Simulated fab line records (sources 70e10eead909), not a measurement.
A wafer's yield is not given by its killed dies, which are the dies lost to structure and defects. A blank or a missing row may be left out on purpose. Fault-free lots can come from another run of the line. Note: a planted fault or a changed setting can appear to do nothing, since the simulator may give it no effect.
fab line records	flow nand-harc
record: lots: 13	wafers: 39	last-day: 33
route steps=1302 shown A_CONTACT@1045 THIN_TSV@1270 END@1302
lots that met no fault: from a run of the same line without faults
start-h: the number of hours between the record's first day and the start of the first shown wafer of the lot	wait-h: hours since the lot's step before	" same as the row above	L1.1+2: a row that stands for several wafers	- no value, or no start was given	* or withheld: withheld	< > ~ a bound
route shown NAME@n: names a module that has steps shown in the file, with the first one's number in the route	usual: mean/standard deviation of fault-free wafers	same: alike in all rows	chamber/n: place in a boat	sites: readings site by site	_std_site: how widely they spread, as a standard deviation	_edge_site: outer sites' mean less inner sites'	radius-mm: how far each site lies from the wafer's centre	mask NAME#n: copy n	behind: tool/chamber where the wafer was last shaped	hold: why the lot was held/for how many hours/how that ended	device: the n, p or np transistor that did not switch	end of line: the tests these same wafers got at the end of their route	a step given without rows: its recipe and nothing more	killed: not the wafer's yield, but the dies lost to structure and defects at the first sort	map: a wafer's dies, x killed, . not, _ none there
set.NAME: the setting as run; set.NAME@STEP: as run at that earlier step	model.NAME: the simulator's own value behind a step, which no gauge read
the route's steps for a sample of lots (tables are steps, rows are wafers)
services: when a tool's chamber went out of use (start-h, in hours from the record's first day, below 0 if earlier), for how many hours, and the reason
== steps ==
step: NHARC_A_CONTACT_ETCH_77
recipe: target-depth-a: 1089	time-s: 54.5	cf4-flow-sccm: 100	chf3-flow-sccm: 30	ar-flow-sccm: 0	rf-w: 500	bias-w: 200	chemistry: CF4/CHF3
usual: drypump-motor-current-A: 5.5/0.44	mfc-ar-sccm: 0.009/0.012	oes-product-au: 0.938/0.021	rf-vpp-V: 369.8/2.3	showerhead-plenum-p-Torr: 1.55/0.066	throttle-valve-pct: 16.803/0.0084
lot.wafer	tool	chamber	start-h	wait-h	drypump-motor-current-A	mfc-ar-sccm	oes-product-au	rf-hours-counter-h	rf-vpp-V	showerhead-plenum-p-Torr	throttle-valve-pct
L261.1	rie-diel-13	3	517.79	-	5.5	0	0.920	27	369.6	1.53	16.796
L261.2	"	1	"	"	5.6	0.017	0.913	30	371.3	1.62	16.805
L261.6	"	0	"	"	5.2	0	0.911	-	370.8	1.58	16.787
L262.2	rie-diel-12	2	520.37	-	5.5	0.043	0.929	26	367.9	1.48	16.796
L262.1	"	1	"	"	6.6	0.021	0.937	27	367.2	1.48	16.798
L262.5	"	3	"	"	5.9	0	0.926	-	373.0	1.69	16.798
L263.3	rie-diel-13	3	536.79	-	5.6	0	0.961	1	369.4	1.53	16.805
L263.2	"	2	"	"	4.9	0.016	0.966	1	367.6	1.48	16.785
L263.6	"	0	"	"	5.2	0	0.978	-	370.2	1.58	16.799
L260.2	rie-diel-13	0	576.30	-	5.2	0	0.922	8	371.6	1.57	16.793
L260.3	"	1	"	"	5.6	0.017	0.904	8	371.6	1.62	16.801
L260.1	"	3	"	"	5.6	0	0.910	8	369.1	1.53	16.802
L272.1	rie-diel-13	2	641.93	-	4.9	0.016	0.979	20	366.6	1.47	16.818
L272.4	"	3	"	"	5.5	0	0.993	21	370.4	1.53	16.796
L272.6	"	2	"	"	4.9	0.016	0.975	-	366.4	1.47	16.804
L275.3	rie-diel-13	1	648.42	-	5.6	0.017	0.927	22	370.5	1.61	16.792
L275.1	"	2	"	"	4.9	0.016	0.928	21	366.8	1.47	16.797
L275.6	"	0	"	"	5.2	0	0.929	-	370.9	1.57	16.806
L273.1	rie-diel-12	2	656.85	-	5.4	0.043	0.925	11	366.9	1.47	16.802
L273.6	"	3	"	"	5.9	0	0.942	-	374.6	1.68	16.803
L273.5	"	0	"	"	6.3	0	0.945	-	370.3	1.58	16.807
L277.2	rie-diel-12	0	661.12	-	6.3	0	0.967	11	370.9	1.58	16.811
L277.3	"	2	"	"	5.4	0.043	0.949	12	368.0	1.47	16.800
L277.4	"	1	"	"	6.6	0.021	0.965	-	366.6	1.47	16.798
L276.4	rie-diel-13	3	663.38	-	5.5	0	0.986	28	371.0	1.53	16.787
L276.2	"	0	"	"	5.2	0	0.979	27	369.8	1.57	16.788
L276.6	"	0	"	"	5.2	0	0.969	-	371.7	1.57	16.819
L278.3	rie-diel-13	3	685.93	-	5.5	0	0.920	31	369.5	1.53	16.810
L278.6	"	0	"	"	5.2	0	0.920	-	368.0	1.57	16.793
L278.5	"	1	"	"	5.7	0.017	0.926	-	372.2	1.61	16.795
L281.1	rie-diel-13	1	720.41	-	5.7	0.017	0.925	4	371.0	1.61	16.796
L281.3	"	2	"	"	4.9	0.016	0.929	4	368.2	1.47	16.813
L281.5	"	0	"	"	5.2	0	0.917	-	370.8	1.57	16.821
L279.4	rie-diel-12	3	725.24	-	5.9	0	0.951	32	373.8	1.68	16.795
L279.1	"	2	"	"	5.4	0.043	0.923	37	367.9	1.47	16.810
L279.5	"	0	"	"	6.3	0	0.949	-	369.9	1.58	16.818
L282.1	rie-diel-13	0	728.24	-	5.2	0	0.922	4	370.4	1.57	16.785
L282.3	"	1	"	"	5.7	0.017	0.926	6	372.1	1.61	16.802
L282.6	"	1	"	"	5.7	0.017	0.936	-	370.9	1.61	16.803
step: NHARC_THIN_TSV_DEGAS_49
recipe: temp-c: 300	time-s: 120
usual: heater-power-w: 460/59
lot.wafer	tool	chamber	start-h	wait-h	heater-power-w
L262.2	pvd-sputter-02	-	565.37	0.1	401
L262.1	"	-	"	"	418
L262.5	"	-	"	"	416
L261.2	pvd-sputter-03	-	565.42	0.2	388
L261.1	"	-	"	"	485
L261.6	"	-	"	"	427
L263.3	pvd-sputter-02	-	584.42	0.1	399
L263.2	"	-	"	"	416
L263.6	"	-	"	"	423
L260.3	pvd-sputter-01	-	624.02	0.1	536
L260.1	"	-	"	"	576
L260.2	"	-	"	"	505
L272.4	pvd-sputter-02	-	692.77	0.1	375
L272.1	"	-	"	"	475
L272.6	"	-	"	"	380
L275.3	pvd-sputter-01	-	693.92	0.1	556
L275.1	"	-	"	"	487
L275.6	"	-	"	"	545
L273.1	pvd-sputter-01	-	704.08	0.1	495
L273.5	"	-	"	"	554
L273.6	"	-	"	"	579
L277.3	pvd-sputter-02	-	705.23	0.1	444
L277.2	"	-	"	"	377
L277.4	"	-	"	"	426
L276.4	pvd-sputter-02	-	710.11	0.1	428
L276.2	"	-	"	"	381
L276.6	"	-	"	"	424
L278.3	pvd-sputter-03	-	731.18	0.1	422
L278.5	"	-	"	"	487
L278.6	"	-	"	"	499
L281.1	pvd-sputter-02	-	764.68	0.1	484
L281.3	"	-	"	"	446
L281.5	"	-	"	"	425
L279.4	pvd-sputter-02	-	769.85	0.1	491
L279.1	"	-	"	"	442
L279.5	"	-	"	"	484
L282.1	pvd-sputter-03	-	774.33	0.1	475
L282.3	"	-	"	"	511
L282.6	"	-	"	"	520
step: NHARC_THIN_TSV_CD_MEAS_33
recipe: target-cd-nm: 5000	landing-energy-ev: 500
usual: cd-nm: 4999.2/1.8
lot.wafer	tool	chamber	start-h	wait-h	cd-nm
L262.1	cd-sem-03	0	568.41	-	4999.7
L262.2	"	0	"	"	4997.4
L262.5	"	0	"	"	4998.9
L261.1	cd-sem-01	0	568.72	-	4997.0
L261.2	"	0	"	"	4998.0
L261.6	"	0	"	"	4998.7
L263.2	cd-sem-01	0	589.76	-	5002.7
L263.3	"	0	"	"	4999.6
L263.6	"	0	"	"	4997.5
L260.1	cd-sem-03	0	627.03	-	4998.5
L260.2	"	0	"	"	4999.6
L260.3	"	0	"	"	5000.0
L272.1	cd-sem-02	0	695.86	-	4998.5
L272.4	"	0	"	"	4998.9
L272.6	"	0	"	"	5000.7
L275.1	cd-sem-02	0	696.98	-	4999.8
L275.3	"	0	"	"	5002.0
L275.6	"	0	"	"	4997.5
L273.1	cd-sem-01	0	707.17	-	4998.3
L273.5	"	0	"	"	5000.3
L273.6	"	0	"	"	5000.0
L277.2	cd-sem-01	0	708.52	-	4998.0
L277.3	"	0	"	"	4996.6
L277.4	"	0	"	"	5000.0
L276.2	cd-sem-01	0	713.27	-	5000.5
L276.4	"	0	"	"	4998.6
L276.6	"	0	"	"	4999.7
L278.3	cd-sem-03	0	734.28	-	4999.6
L278.5	"	0	"	"	5000.2
L278.6	"	0	"	"	4999.1
L281.1	cd-sem-03	0	767.74	-	4999.2
L281.3	"	0	"	"	4998.7
L281.5	"	0	"	"	4997.5
L279.1	cd-sem-03	0	772.87	-	4995.5
L279.4	"	0	"	"	4997.9
L279.5	"	0	"	"	4999.0
L282.1	cd-sem-01	0	777.48	-	5000.5
L282.3	"	0	"	"	5001.0
L282.6	"	0	"	"	5003.1
step: NHARC_THIN_TSV_CD_MEAS_37
usual: cd-nm: 4999.6/2.7
lot.wafer	tool	chamber	start-h	wait-h	cd-nm
L262.1	cd-sem-03	-	569.91	-	5001.3
L262.2	"	-	"	"	4993.6
L262.5	"	-	"	"	4997.0
L261.1	cd-sem-03	-	570.23	-	4997.8
L261.2	"	-	"	"	4999.9
L261.6	"	-	"	"	5000.5
L263.2	cd-sem-01	-	591.28	-	4999.6
L263.3	"	-	"	"	4997.1
L263.6	"	-	"	"	4994.6
L260.1	cd-sem-03	-	628.53	-	5000.7
L260.2	"	-	"	"	4996.8
L260.3	"	-	"	"	4999.6
L272.1	cd-sem-03	-	697.31	-	4997.9
L272.4	"	-	"	"	4995.0
L272.6	"	-	"	"	5001.0
L275.1	cd-sem-01	-	698.44	-	5000.5
L275.3	"	-	"	"	5001.2
L275.6	"	-	"	"	4996.1
L273.1	cd-sem-03	-	708.60	-	4994.9
L273.5	"	-	"	"	4998.5
L273.6	"	-	"	"	5001.1
L277.2	cd-sem-03	-	710.21	-	4997.0
L277.3	"	-	"	"	4997.9
L277.4	"	-	"	"	5004.1
L276.2	cd-sem-02	-	714.72	-	5002.9
L276.4	"	-	"	"	4997.0
L276.6	"	-	"	"	4997.8
L278.3	cd-sem-01	-	735.72	-	4999.3
L278.5	"	-	"	"	5000.8
L278.6	"	-	"	"	5002.8
L281.1	cd-sem-01	-	769.21	-	4998.9
L281.3	"	-	"	"	4996.9
L281.5	"	-	"	"	4995.6
L279.1	cd-sem-03	-	774.35	-	4994.9
L279.4	"	-	"	"	4998.1
L279.5	"	-	"	"	4998.4
L282.1	cd-sem-01	-	779.05	-	5001.8
L282.3	"	-	"	"	5000.8
L282.6	"	-	"	"	5003.4
step: NHARC_END_SORT_01
recipe: temp-c: 25
usual: killed-at-array: 55/22	killed-at-other: 1.1/1.4	killed-at-periphery: 4/3.2	killed-dies: 59/22	killed-open: 3.3/1.8	killed-short: 2.5/1.5
same: gross-dies: 677
lot.wafer	tool	chamber	start-h	wait-h	killed-at-array	killed-at-other	killed-at-periphery	killed-dies	killed-open	killed-short
L263.2	prober-02	0	600.87	2.8	22	1	2	25	2	1
L263.3	prober-02	0	601.68	3.1	20	1	3	24	5	3
L263.6	prober-02	0	604.09	4.0	22	2	1	25	4	2
L260.1	prober-01	0	638.14	2.5	77	3	0	80	1	0
L260.2	prober-01	0	638.94	2.8	65	0	1	66	4	0
L260.3	prober-01	0	639.74	3.1	130	2	2	134	4	3
L276.2	prober-01	0	725.42	2.8	66	2	3	71	3	2
L276.4	prober-01	0	727.01	3.4	85	0	2	87	1	2
L276.6	prober-01	0	728.60	4.0	71	5	2	78	3	3
L278.3	prober-02	0	744.84	3.1	81	0	2	83	4	0
L278.5	prober-02	0	746.43	3.7	66	0	3	69	3	1
L278.6	prober-02	0	747.23	4.0	57	1	2	60	3	5
L279.1	prober-02	0	790.23	8.4	59	1	2	62	3	3
L279.4	prober-02	0	792.62	9.3	66	0	3	69	8	2
L279.5	prober-02	0	793.41	9.6	62	2	2	66	4	3
killed by level:class
L263.2 A_CHANNEL_HOLE_D2:chamber-film-flake=9 A_BONDPAD:chamber-film-flake=5 A_STAIRCASE:chamber-film-flake=3 A_DECK1_JOINT:chamber-film-flake=2 P_M0:geometric-particle:open=1 A_DECK1_JOINT:geometric-particle:open=1 A_WL_FILL:geometric-particle:short=1 P_ZERO_WELL:chamber-film-flake=1
L263.3 A_CHANNEL_HOLE_D2:chamber-film-flake=5 A_CHANNEL_HOLE_D1:chamber-film-flake=4 A_BONDPAD:chamber-film-flake=4 A_ONON_D1:geometric-particle:short=2 A_WL_FILL:geometric-particle:open=2 P_GATE:geometric-particle:open=1 P_CONTACT:geometric-particle:short=1 P_CONTACT:geometric-particle:open=1
L263.6 A_CHANNEL_HOLE_D2:chamber-film-flake=9 A_CHANNEL_HOLE_D1:chamber-film-flake=3 A_CHANNEL_FILL_D1:geometric-particle:open=2 A_CONTACT:chamber-film-flake=2 THIN_TSV:chamber-film-flake=2 A_ONON_D1:geometric-particle:open=1 A_CHANNEL_HOLE_D1:geometric-particle:short=1 A_ONON_D2:geometric-particle:short=1
L260.1 A_CHANNEL_HOLE_D2:chamber-film-flake=33 A_SLIT:chamber-film-flake=29 A_CHANNEL_HOLE_D1:chamber-film-flake=7 THIN_TSV:chamber-film-flake=3 A_CONTACT:chamber-film-flake=2 A_BLC:chamber-film-flake=2 A_DECK1_JOINT:geometric-particle:open=1 A_ZERO_WELL:chamber-film-flake=1
L260.2 A_SLIT:chamber-film-flake=25 A_CHANNEL_HOLE_D2:chamber-film-flake=12 A_CHANNEL_HOLE_D1:chamber-film-flake=12 A_BLC:chamber-film-flake=5 A_CONTACT:chamber-film-flake=4 A_CHANNEL_FILL_D2:geometric-particle:open=2 A_STAIRCASE:chamber-film-flake=2 P_GATE:geometric-particle:open=1
L260.3 A_CONTACT:unspecified=63 A_SLIT:chamber-film-flake=35 A_CHANNEL_HOLE_D2:chamber-film-flake=11 A_CHANNEL_HOLE_D1:chamber-film-flake=7 A_STAIRCASE:chamber-film-flake=4 A_BLC:chamber-film-flake=2 THIN_TSV:chamber-film-flake=2 P_M2:geometric-particle:open=1
L276.2 A_SLIT:chamber-film-flake=30 A_CHANNEL_HOLE_D1:chamber-film-flake=12 A_CHANNEL_HOLE_D2:chamber-film-flake=11 A_STAIRCASE:chamber-film-flake=5 A_DECK1_JOINT:geometric-particle:short=2 A_CHANNEL_FILL_D2:geometric-particle:open=2 A_CHANNEL_FILL_D1:chamber-film-flake=2 A_SGD_CUT:chamber-film-flake=2
L276.4 A_SLIT:chamber-film-flake=35 A_CHANNEL_HOLE_D2:chamber-film-flake=29 A_CHANNEL_HOLE_D1:chamber-film-flake=11 A_SGD_CUT:chamber-film-flake=3 A_CHANNEL_FILL_D1:chamber-film-flake=2 P_CONTACT:geometric-particle:short=1 A_CHANNEL_FILL_D2:geometric-particle:short=1 A_M0:geometric-particle:open=1
L276.6 A_SLIT:chamber-film-flake=23 A_CHANNEL_HOLE_D2:chamber-film-flake=20 A_CHANNEL_HOLE_D1:chamber-film-flake=17 THIN_TSV:chamber-film-flake=5 A_WL_FILL:chamber-film-flake=2 A_SOURCE_PLATE:geometric-particle:open=1 A_DECK1_JOINT:geometric-particle:short=1 A_DECK1_JOINT:geometric-particle:open=1
L278.3 A_SLIT:chamber-film-flake=31 A_CHANNEL_HOLE_D2:chamber-film-flake=28 A_CHANNEL_HOLE_D1:chamber-film-flake=10 A_CONTACT:chamber-film-flake=4 A_BLC:geometric-particle:open=2 A_WL_FILL:chamber-film-flake=2 A_DECK1_JOINT:geometric-particle:open=1 A_M1:geometric-particle:open=1
L278.5 A_CHANNEL_HOLE_D2:chamber-film-flake=25 A_SLIT:chamber-film-flake=22 A_CHANNEL_HOLE_D1:chamber-film-flake=9 A_WL_FILL:chamber-film-flake=3 A_CONTACT:chamber-film-flake=3 P_M0:geometric-particle:open=2 A_ONON_D2:geometric-particle:short=1 A_CHANNEL_FILL_D2:geometric-particle:open=1
L278.6 A_SLIT:chamber-film-flake=25 A_CHANNEL_HOLE_D2:chamber-film-flake=14 A_CHANNEL_HOLE_D1:chamber-film-flake=6 A_CONTACT:chamber-film-flake=4 A_ONON_D2:geometric-particle:short=3 A_WL_FILL:chamber-film-flake=2 P_CONTACT:geometric-particle:open=1 P_M0:geometric-particle:open=1
L279.1 A_SLIT:chamber-film-flake=33 A_CHANNEL_HOLE_D1:chamber-film-flake=14 A_CONTACT:chamber-film-flake=4 A_M0:geometric-particle:open=2 P_M1:geometric-particle:open=1 A_CHANNEL_FILL_D1:geometric-particle:short=1 A_CHANNEL_FILL_D2:geometric-particle:short=1 A_WL_FILL:geometric-particle:short=1
L279.4 A_SLIT:chamber-film-flake=29 A_CHANNEL_HOLE_D1:chamber-film-flake=18 A_CONTACT:chamber-film-flake=6 A_ONON_D2:geometric-particle:open=2 A_STAIRCASE:chamber-film-flake=2 P_CONTACT:geometric-particle:open=1 P_M2:geometric-particle:open=1 A_SOURCE_PLATE:geometric-particle:open=1
L279.5 A_SLIT:chamber-film-flake=30 A_CHANNEL_HOLE_D1:chamber-film-flake=16 A_CONTACT:chamber-film-flake=9 P_GATE:geometric-particle:open=1 P_CONTACT:geometric-particle:open=1 A_CHANNEL_FILL_D1:geometric-particle:open=1 A_DECK1_JOINT:geometric-particle:open=1 A_CHANNEL_HOLE_D2:geometric-particle:short=1
== services ==
tool	chamber	start-h	hours	kind
rie-diel-13	0	498.33	-	clean
rie-diel-13	1	498.33	-	clean
rie-diel-13	2	498.33	-	clean
rie-diel-13	3	498.33	-	clean
rie-diel-13	-	519.00	9.0	pm
rie-diel-13	0	519.00	9.0	vent-cycle
rie-diel-13	1	519.00	9.0	vent-cycle
rie-diel-13	2	519.00	9.0	vent-cycle
pvd-sputter-01	-	582.01	10.0	pm
pvd-sputter-03	-	583.63	10.0	pm
pvd-sputter-02	-	586.09	2.2	repair
pvd-sputter-02	-	613.83	4.1	repair
rie-diel-12	-	622.52	9.0	pm
pvd-sputter-03	-	636.15	1.3	repair
pvd-sputter-02	-	638.04	10.0	pm
rie-diel-12	3	659.32	4.4	repair
pvd-sputter-03	-	666.07	8.9	repair
rie-diel-13	-	696.00	9.0	pm
pvd-sputter-02	-	709.39	0.6	repair
rie-diel-12	3	715.36	4.2	repair
pvd-sputter-02	-	730.03	7.6	repair
pvd-sputter-01	-	743.06	4.9	repair
pvd-sputter-01	-	760.01	10.0	pm
pvd-sputter-03	-	761.63	10.0	pm
== key ==
first-sign: step: NHARC_END_SORT_01	reading: killed-dies	direction: up	sigmas: 3.4	usual: 59	struck: 134
effect: step: NHARC_END_SORT_01	reading: killed-at-array	direction: up	sigmas: 3.4	usual: 55	struck: 130
more-kills-born-at: NHARC_A_CONTACT_ETCH_77@rie-diel-13: 62
met-at NHARC_A_CONTACT_ETCH_77
struck-lots L260
struck-wafers L260.3
tester-left-out L260
not-acting-at NHARC_THIN_TSV_DEGAS_49,NHARC_THIN_TSV_CD_MEAS_33,NHARC_THIN_TSV_CD_MEAS_37
onset-between 517.79 576.30
fault: kind: chamber-particle-source	tool: rie-diel-13	chamber: 1	onset-h: 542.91	steps: NHARC_A_CONTACT_ETCH_77	rate-per-visit-cm2: 0.37759	end-h: 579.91
tester-left-out: of these lots the tester's yield and bins aren't shown, on N5 and GAA mostly nor the transistor test; their killed dies are dies lost to structure and defects alone, not to doping, threshold or leakage, so they don't give the yield
